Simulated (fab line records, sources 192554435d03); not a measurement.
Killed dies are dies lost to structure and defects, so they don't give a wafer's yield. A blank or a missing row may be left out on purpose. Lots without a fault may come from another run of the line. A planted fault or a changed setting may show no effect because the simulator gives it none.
One fault seen from 2 desks | flow n5_finfet | each desk has only its own numbers; what lay behind them comes last

THE METROLOGY DESK
What the gauges read, lot by lot, whatever tool the lot ran on: means of the sampled wafers that have a number. A lot is out of limits, marked OUT, if its mean lies more than 4 standard deviations from the usual mean; the brackets give that distance.
Columns: A = cd_nm at N5_MIM_BOT_LITHO_CD_MEAS_08, usual 3001.0 nm; B = PAD_OVL at N5_PASSIVATION_OVL_MEAS_63, usual 2 nm
lot  | first seen here | A      | B
L864 | day 13 11:08    | 3003.0 | -3
L865 | day 14 02:07    | 3000.8 | -1
L869 | day 14 22:31    | 2998.2 | 9
L871 | day 15 15:56    | 3001.1 | -1
L874 | day 16 07:18    | 3002.7 | 5
L873 | day 16 21:25    | 3003.3 | 2
L877 | day 17 08:55    | 2998.6 | -8
L875 | day 17 17:05    | 2999.6 | 3
L882 | day 18 16:29    | 3002.2 | -3
L883 | day 18 16:39    | 3001.3 | 6
L884 | day 19 04:39    | 3001.2 | 4
L885 | day 19 23:56    | 3002.4 | -2
This desk's finding: nothing out of limits on any of the 12 lots.

THE TOOL OWNER'S DESK: pvd_sputter-01
The tool's own readings at N5_BEOL_M15_PRE_CLEAN_42 (time 30 s): means of the sampled wafers that have a number, for each lot that ran on this tool. A lot is out of limits, marked OUT, if its mean lies more than 4 standard deviations from the usual mean; the brackets give that distance.
Columns: A = heater_power_w at N5_BEOL_M15_PRE_CLEAN_42, usual 454 W
lot  | first seen here | A
L864 | day 13 00:47    | 484
L871 | day 15 09:59    | 444
L877 | day 17 02:02    | 443
L875 | day 17 12:09    | 456
This desk's finding: nothing out of limits on any of the 4 lots.

PUT TOGETHER
The metrology desk saw nothing out of limits.
The tool owner's desk saw nothing out of limits.

WHAT THE SIMULATOR HAD PUT IN
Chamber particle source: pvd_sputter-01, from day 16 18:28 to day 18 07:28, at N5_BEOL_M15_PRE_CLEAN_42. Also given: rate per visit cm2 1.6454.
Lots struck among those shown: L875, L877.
